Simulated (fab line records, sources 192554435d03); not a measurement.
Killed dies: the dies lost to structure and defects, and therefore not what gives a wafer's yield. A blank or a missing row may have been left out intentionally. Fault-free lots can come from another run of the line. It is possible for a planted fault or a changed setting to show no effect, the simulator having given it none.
The tool behind it: which one? :: flow n5-finfet :: Sampling: 9 lots, 27 wafers, 6 of 1938 route steps

WHAT EACH GAUGE READ, for each wafer
N5_HKMG_FIN_THK_MEAS_70: measures by xrf.
lot: L160
measured: day 4 02:58
on: film-metro-01
HK_THK (nm): 1.601 1.602 1.589

lot: L161
measured: day 4 07:43
on: film-metro-02
HK_THK (nm): 1.583 1.582 1.610

lot: L163
measured: day 4 19:37
on: film-metro-01
HK_THK (nm): 1.601 1.596 1.581

lot: L166
measured: day 5 19:13
on: film-metro-02
HK_THK (nm): 1.345 1.372 1.331

lot: L168
measured: day 6 06:01
on: film-metro-02
HK_THK (nm): 1.309 1.352 1.335

lot: L177
measured: day 8 06:40
on: film-metro-01
HK_THK (nm): 1.601 1.577 1.595

lot: L178
measured: day 8 12:49
on: film-metro-01
HK_THK (nm): 1.617 1.590 1.567

lot: L179
measured: day 8 21:29
on: film-metro-02
HK_THK (nm): 1.539 1.593 1.569

lot: L182
measured: day 9 14:22
on: film-metro-01
HK_THK (nm): 1.606 1.594 1.598

N5_BEOL_M4_RC_MEAS_101.
lot: L160
measured: day 8 01:25
on: prober-02
DIBL_N (mV/V): 37.3 33.5 37.9
DIBL_P (mV/V): 39.2 33.7 38.8
IOFF_N (nA/um): 0.188 0.117 0.207
IOFF_P (nA/um): 0.26 0.17 0.27
ION_N (uA/um): 684 662 700
ION_P (uA/um): 476 463 476
SS_N (mV/dec): 70.9 71.1 71.1
SS_P (mV/dec): 74.0 72.5 74.2
VT_N (mV): 245 256 243
VT_P (mV): -248 -251 -245

lot: L161
measured: day 8 09:25
on: prober-02
DIBL_N (mV/V): 35.3 37.4 35.5
DIBL_P (mV/V): 36.1 37.9 35.7
IOFF_N (nA/um): 0.139 0.165 0.137
IOFF_P (nA/um): 0.18 0.20 0.18
ION_N (uA/um): 670 675 673
ION_P (uA/um): 453 460 456
SS_N (mV/dec): 71.1 71.7 71.6
SS_P (mV/dec): 73.2 73.4 72.4
VT_N (mV): 252 250 253
VT_P (mV): -255 -250 -252

lot: L163
measured: day 9 00:14
on: prober-02
DIBL_N (mV/V): 38.4 39.5 36.4
DIBL_P (mV/V): 37.5 39.5 35.9
IOFF_N (nA/um): 0.175 0.193 0.144
IOFF_P (nA/um): 0.22 0.27 0.20
ION_N (uA/um): 679 685 678
ION_P (uA/um): 461 473 464
SS_N (mV/dec): 72.8 72.2 70.8
SS_P (mV/dec): 73.6 74.4 73.0
VT_N (mV): 251 250 251
VT_P (mV): -251 -249 -253

lot: L166
measured: day 9 15:37
on: prober-02
DIBL_N (mV/V): 37.0 35.2 35.6
DIBL_P (mV/V): 38.7 35.6 36.5
IOFF_N (nA/um): 0.192 0.153 0.159
IOFF_P (nA/um): 0.25 0.20 0.21
ION_N (uA/um): 690 680 670
ION_P (uA/um): 467 464 463
SS_N (mV/dec): 71.4 71.2 71.8
SS_P (mV/dec): 73.6 73.2 72.8
VT_N (mV): 248 250 252
VT_P (mV): -247 -253 -250

lot: L168
measured: day 9 19:12
on: prober-02
DIBL_N (mV/V): 33.3 36.3 35.0
DIBL_P (mV/V): 32.7 35.2 33.4
IOFF_N (nA/um): 0.107 0.143 0.119
IOFF_P (nA/um): 0.16 0.18 0.17
ION_N (uA/um): 663 666 652
ION_P (uA/um): 457 453 448
SS_N (mV/dec): 71.0 71.6 71.0
SS_P (mV/dec): 72.5 73.1 73.6
VT_N (mV): 257 254 255
VT_P (mV): -256 -251 -253

lot: L177
measured: day 12 11:53
on: prober-01
DIBL_N (mV/V): 35.1 35.1 37.1
DIBL_P (mV/V): 36.0 35.8 38.2
IOFF_N (nA/um): 0.145 0.148 0.178
IOFF_P (nA/um): 0.19 0.19 0.22
ION_N (uA/um): 665 671 678
ION_P (uA/um): 459 458 460
SS_N (mV/dec): 70.7 71.4 72.4
SS_P (mV/dec): 73.7 72.8 74.1
VT_N (mV): 251 249 249
VT_P (mV): -252 -250 -252

lot: L178
measured: day 12 10:37
on: prober-02
DIBL_N (mV/V): 35.1 35.8 32.7
DIBL_P (mV/V): 34.1 34.5 30.9
IOFF_N (nA/um): 0.127 0.131 0.093
IOFF_P (nA/um): 0.16 0.16 0.12
ION_N (uA/um): 657 661 662
ION_P (uA/um): 454 452 448
SS_N (mV/dec): 71.6 71.3 70.3
SS_P (mV/dec): 72.5 72.6 71.9
VT_N (mV): 253 254 259
VT_P (mV): -257 -257 -255

lot: L179
measured: day 13 01:37
on: prober-01
DIBL_N (mV/V): 36.5 37.5 34.7
DIBL_P (mV/V): 36.6 37.0 35.0
IOFF_N (nA/um): 0.159 0.174 0.136
IOFF_P (nA/um): 0.20 0.21 0.18
ION_N (uA/um): 669 680 661
ION_P (uA/um): 459 464 460
SS_N (mV/dec): 71.4 72.2 70.6
SS_P (mV/dec): 73.7 73.4 72.9
VT_N (mV): 253 250 253
VT_P (mV): -251 -249 -254

lot: L182
measured: day 13 14:36
on: prober-01
DIBL_N (mV/V): 33.2 34.2 37.3
DIBL_P (mV/V): 32.0 32.8 37.4
IOFF_N (nA/um): 0.110 0.118 0.188
IOFF_P (nA/um): 0.15 0.15 0.24
ION_N (uA/um): 664 667 685
ION_P (uA/um): 457 458 467
SS_N (mV/dec): 70.9 71.0 71.0
SS_P (mV/dec): 71.6 72.4 73.3
VT_N (mV): 256 253 246
VT_P (mV): -254 -256 -250

WHICH TOOL RAN EACH LOT (tool, then ch and the chambers of the sampled wafers, then the start)
lot: L160
N5_HKMG_FIN_HK_ALD_01: ald-hk-03 ch 0,2,3, day 3 23:22
N5_HKMG_FIN_DESCUM_53: rie-diel-06 ch 1,2,3, day 4 00:34
N5_HKMG_FIN_ALD_36: ald-metal-01 ch 0,1,2, day 4 02:41
N5_HKMG_FIN_ETCH_31: rie-diel-06 ch 0,1,2, day 4 03:58

lot: L161
N5_HKMG_FIN_HK_ALD_01: ald-hk-03 ch 2,3, day 4 03:53
N5_HKMG_FIN_DESCUM_53: rie-diel-06 ch 0,1, day 4 04:57
N5_HKMG_FIN_ALD_36: ald-metal-01 ch 0,1,2, day 4 07:26
N5_HKMG_FIN_ETCH_31: rie-diel-01 ch 0,2,3, day 4 09:26

lot: L163
N5_HKMG_FIN_HK_ALD_01: ald-hk-03 ch 0,2,3, day 4 16:04
N5_HKMG_FIN_DESCUM_53: rie-diel-01 ch 1,3, day 4 17:01
N5_HKMG_FIN_ALD_36: ald-metal-01 ch 1,2, day 4 19:12
N5_HKMG_FIN_ETCH_31: rie-diel-06 ch 0,3, day 4 20:37

lot: L166
N5_HKMG_FIN_HK_ALD_01: ald-hk-03 ch 0,1,2, day 5 15:32
N5_HKMG_FIN_DESCUM_53: rie-diel-05 ch 1,2,3, day 5 16:35
N5_HKMG_FIN_ALD_36: ald-metal-04 ch 0,2,3, day 5 18:56
N5_HKMG_FIN_ETCH_31: rie-diel-01 ch 0,1,3, day 5 20:27

lot: L168
N5_HKMG_FIN_HK_ALD_01: ald-hk-03 ch 0,2,3, day 6 02:27
N5_HKMG_FIN_DESCUM_53: rie-diel-05 ch 0,2,3, day 6 03:36
N5_HKMG_FIN_ALD_36: ald-metal-03 ch 0,2,3, day 6 05:44
N5_HKMG_FIN_ETCH_31: rie-diel-06 ch 0,3, day 6 07:01

lot: L177
N5_HKMG_FIN_HK_ALD_01: ald-hk-02 ch 0,1,3, day 8 03:08
N5_HKMG_FIN_DESCUM_53: rie-diel-01 ch 0,2, day 8 04:11
N5_HKMG_FIN_ALD_36: ald-metal-01 ch 1,3, day 8 06:23
N5_HKMG_FIN_ETCH_31: rie-diel-06 ch 0,1,2, day 8 07:40

lot: L178
N5_HKMG_FIN_HK_ALD_01: ald-hk-02 ch 0,1,3, day 8 08:55
N5_HKMG_FIN_DESCUM_53: rie-diel-01 ch 0,1,2, day 8 10:19
N5_HKMG_FIN_ALD_36: ald-metal-04 ch 0,1,3, day 8 12:32
N5_HKMG_FIN_ETCH_31: rie-diel-06 ch 0,1,2, day 8 14:02

lot: L179
N5_HKMG_FIN_HK_ALD_01: ald-hk-01 ch 0,2,3, day 8 18:02
N5_HKMG_FIN_DESCUM_53: rie-diel-01 ch 1,2,3, day 8 19:04
N5_HKMG_FIN_ALD_36: ald-metal-04 ch 0,1,2, day 8 21:12
N5_HKMG_FIN_ETCH_31: rie-diel-01 ch 0,1,2, day 8 22:29

lot: L182
N5_HKMG_FIN_HK_ALD_01: ald-hk-02 ch 0,1,3, day 9 10:55
N5_HKMG_FIN_DESCUM_53: rie-diel-05 ch 0,3, day 9 11:58
N5_HKMG_FIN_ALD_36: ald-metal-01 ch 1,2, day 9 14:05
N5_HKMG_FIN_ETCH_31: rie-diel-01 ch 0,1,3, day 9 15:14
- N5_HKMG_FIN_HK_ALD_01: deposits HfO2, target thk 1.6 nm, pulse time 3 s, purge time 3 s.
- N5_HKMG_FIN_DESCUM_53: chemistry O2, time 7.9 s.
- N5_HKMG_FIN_ALD_36: deposits TiN, target thk 1 nm, pulse time 1 s, purge time 3 s.
- N5_HKMG_FIN_ETCH_31: etches SiARC in CF4, target depth 45.5 nm, time 75.8 s.

AS READ BY THE TOOLS THEMSELVES (means over the sampled wafers that have a number; for cases with no such wafer, the mark the record gives instead)
N5_HKMG_FIN_HK_ALD_01.
lot: L160
tool: ald-hk-03
precursor-pulse-height-rel: 1.002

lot: L161
tool: ald-hk-03
precursor-pulse-height-rel: 0.977

lot: L163
tool: ald-hk-03
precursor-pulse-height-rel: 1.015

lot: L166
tool: ald-hk-03
precursor-pulse-height-rel: 1.006

lot: L168
tool: ald-hk-03
precursor-pulse-height-rel: 0.994

lot: L177
tool: ald-hk-02
precursor-pulse-height-rel: 1.001

lot: L178
tool: ald-hk-02
precursor-pulse-height-rel: 0.992

lot: L179
tool: ald-hk-01
precursor-pulse-height-rel: 1.008

lot: L182
tool: ald-hk-02
precursor-pulse-height-rel: 0.988

N5_HKMG_FIN_DESCUM_53.
lot: L160
tool: rie-diel-06
drypump-motor-current-A (A): 5.8
oes-product-au (a.u.): 0.76
rf-vpp-V (V): 242.6
showerhead-plenum-p-Torr (Torr): 2.13
throttle-valve-pct (%): 20.48

lot: L161
tool: rie-diel-06
drypump-motor-current-A (A): 5.1
oes-product-au (a.u.): 0.83
rf-vpp-V (V): 243.3
showerhead-plenum-p-Torr (Torr): 2.09
throttle-valve-pct (%): 20.31

lot: L163
tool: rie-diel-01
drypump-motor-current-A (A): 5.5
oes-product-au (a.u.): 0.72
rf-vpp-V (V): 243.6
showerhead-plenum-p-Torr (Torr): 2.14
throttle-valve-pct (%): 20.87

lot: L166
tool: rie-diel-05
drypump-motor-current-A (A): 5.5
oes-product-au (a.u.): 0.81
rf-vpp-V (V): 245.2
showerhead-plenum-p-Torr (Torr): 2.19
throttle-valve-pct (%): 20.35

lot: L168
tool: rie-diel-05
drypump-motor-current-A (A): 5.8
oes-product-au (a.u.): 0.77
rf-vpp-V (V): 243.7
showerhead-plenum-p-Torr (Torr): 2.14
throttle-valve-pct (%): 20.30

lot: L177
tool: rie-diel-01
drypump-motor-current-A (A): 5.8
oes-product-au (a.u.): 0.77
rf-vpp-V (V): 243.6
showerhead-plenum-p-Torr (Torr): 2.13
throttle-valve-pct (%): 20.58

lot: L178
tool: rie-diel-01
drypump-motor-current-A (A): 5.7
oes-product-au (a.u.): 0.84
rf-vpp-V (V): 242.6
showerhead-plenum-p-Torr (Torr): 2.09
throttle-valve-pct (%): 20.47

lot: L179
tool: rie-diel-01
drypump-motor-current-A (A): 5.8
oes-product-au (a.u.): 0.80
rf-vpp-V (V): 244.1
showerhead-plenum-p-Torr (Torr): 2.13
throttle-valve-pct (%): 20.67

lot: L182
tool: rie-diel-05
drypump-motor-current-A (A): 6.0
oes-product-au (a.u.): 0.79
rf-vpp-V (V): 243.9
showerhead-plenum-p-Torr (Torr): 2.15
throttle-valve-pct (%): 20.12

N5_HKMG_FIN_ALD_36.
lot: L160
tool: ald-metal-01
heater-power-w (W): 933
precursor-pulse-height-rel: 0.993

lot: L161
tool: ald-metal-01
heater-power-w (W): 919
precursor-pulse-height-rel: 0.996

lot: L163
tool: ald-metal-01
heater-power-w (W): 833
precursor-pulse-height-rel: 1.001

lot: L166
tool: ald-metal-04
heater-power-w (W): 949
precursor-pulse-height-rel: 1.009

lot: L168
tool: ald-metal-03
heater-power-w (W): 834
precursor-pulse-height-rel: 0.987

lot: L177
tool: ald-metal-01
heater-power-w (W): 849
precursor-pulse-height-rel: 0.999

lot: L178
tool: ald-metal-04
heater-power-w (W): 913
precursor-pulse-height-rel: 0.980

lot: L179
tool: ald-metal-04
heater-power-w (W): 900
precursor-pulse-height-rel: 0.995

lot: L182
tool: ald-metal-01
heater-power-w (W): 841
precursor-pulse-height-rel: 0.994

N5_HKMG_FIN_ETCH_31.
lot: L160
tool: rie-diel-06
drypump-motor-current-A (A): 5.6
etch-rf-on-time-s (s): 77.1
oes-product-au (a.u.): 0.69
rf-vpp-V (V): 184.3
showerhead-plenum-p-Torr (Torr): 2.16
throttle-valve-pct (%): 15.59

lot: L161
tool: rie-diel-01
drypump-motor-current-A (A): 5.5
etch-rf-on-time-s (s): 76.3
oes-product-au (a.u.): 0.68
rf-vpp-V (V): 184.9
showerhead-plenum-p-Torr (Torr): 2.18
throttle-valve-pct (%): 15.74

lot: L163
tool: rie-diel-06
drypump-motor-current-A (A): 5.2
etch-rf-on-time-s (s): 75.0
oes-product-au (a.u.): 0.73
rf-vpp-V (V): 184.5
showerhead-plenum-p-Torr (Torr): 2.12
throttle-valve-pct (%): 15.65

lot: L166
tool: rie-diel-01
drypump-motor-current-A (A): 5.4
etch-rf-on-time-s (s): 76.8
oes-product-au (a.u.): 0.65
rf-vpp-V (V): 184.0
showerhead-plenum-p-Torr (Torr): 2.14
throttle-valve-pct (%): 15.82

lot: L168
tool: rie-diel-06
drypump-motor-current-A (A): 5.5
etch-rf-on-time-s (s): 75.8
oes-product-au (a.u.): 0.68
rf-vpp-V (V): 185.2
showerhead-plenum-p-Torr (Torr): 2.13
throttle-valve-pct (%): 15.75

lot: L177
tool: rie-diel-06
drypump-motor-current-A (A): 5.6
etch-rf-on-time-s (s): 77.4
oes-product-au (a.u.): 0.66
rf-vpp-V (V): 183.5
showerhead-plenum-p-Torr (Torr): 2.15
throttle-valve-pct (%): 15.66

lot: L178
tool: rie-diel-06
drypump-motor-current-A (A): 5.6
etch-rf-on-time-s (s): 77.4
oes-product-au (a.u.): 0.65
rf-vpp-V (V): 184.7
showerhead-plenum-p-Torr (Torr): 2.15
throttle-valve-pct (%): 15.67

lot: L179
tool: rie-diel-01
drypump-motor-current-A (A): 5.7
etch-rf-on-time-s (s): 76.8
oes-product-au (a.u.): 0.71
rf-vpp-V (V): 184.3
showerhead-plenum-p-Torr (Torr): 2.13
throttle-valve-pct (%): 15.60

lot: L182
tool: rie-diel-01
drypump-motor-current-A (A): 5.4
etch-rf-on-time-s (s): 76.5
oes-product-au (a.u.): 0.70
rf-vpp-V (V): 184.1
showerhead-plenum-p-Torr (Torr): 2.13
throttle-valve-pct (%): 15.72

THE ANSWER, worked out from the rows above alone
Rule: what is usual is taken from the lots themselves. The widest of any qualifying gaps counts: lots, ordered by their means at a reading, are off when they make up no more than a third of the lots, leave a main group of 4 or more, and stand apart from it by 3 or more times the standard deviation of that group's means. If all means in a main group match to the digits the tables above print for the reading, that group is not used. A lot without any number at a reading at which 4 lots or more have one is off too. Where the step has rows for the other lots, those lots are counted as sound. After the gauges, taken in route order, come the tools' own readings; for these a lot's mean is taken, as printed above. The first step at which some lot is off is used, and at that step the reading that is off furthest; a lot without a number counts as furthest.
Off: L166, L168, seen at N5_HKMG_FIN_THK_MEAS_70 (HK_THK). For the main group the mean is 1.590 nm and the standard deviation 0.0099.
If a tool, at a process step before that reading, ran all the lots that are off and no sound lot after the first of them, it fits. Gauges at N5_HKMG_FIN_THK_MEAS_70: tried the same way as those tools. One fits: ald-hk-03 at N5_HKMG_FIN_HK_ALD_01. A fault onset in the window from L163 (day 4 16:04, its last sound lot) to L166 (day 5 15:32, its first lot off) fits.

WHAT THE SIMULATOR HAD INSERTED
Site profile drift: ald-hk-03, from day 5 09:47 on, at N5_HKMG_FIN_HK_ALD_01. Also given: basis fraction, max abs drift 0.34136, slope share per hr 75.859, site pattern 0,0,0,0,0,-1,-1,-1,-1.
Lots struck among those shown: L166, L168. The rule above found the same.
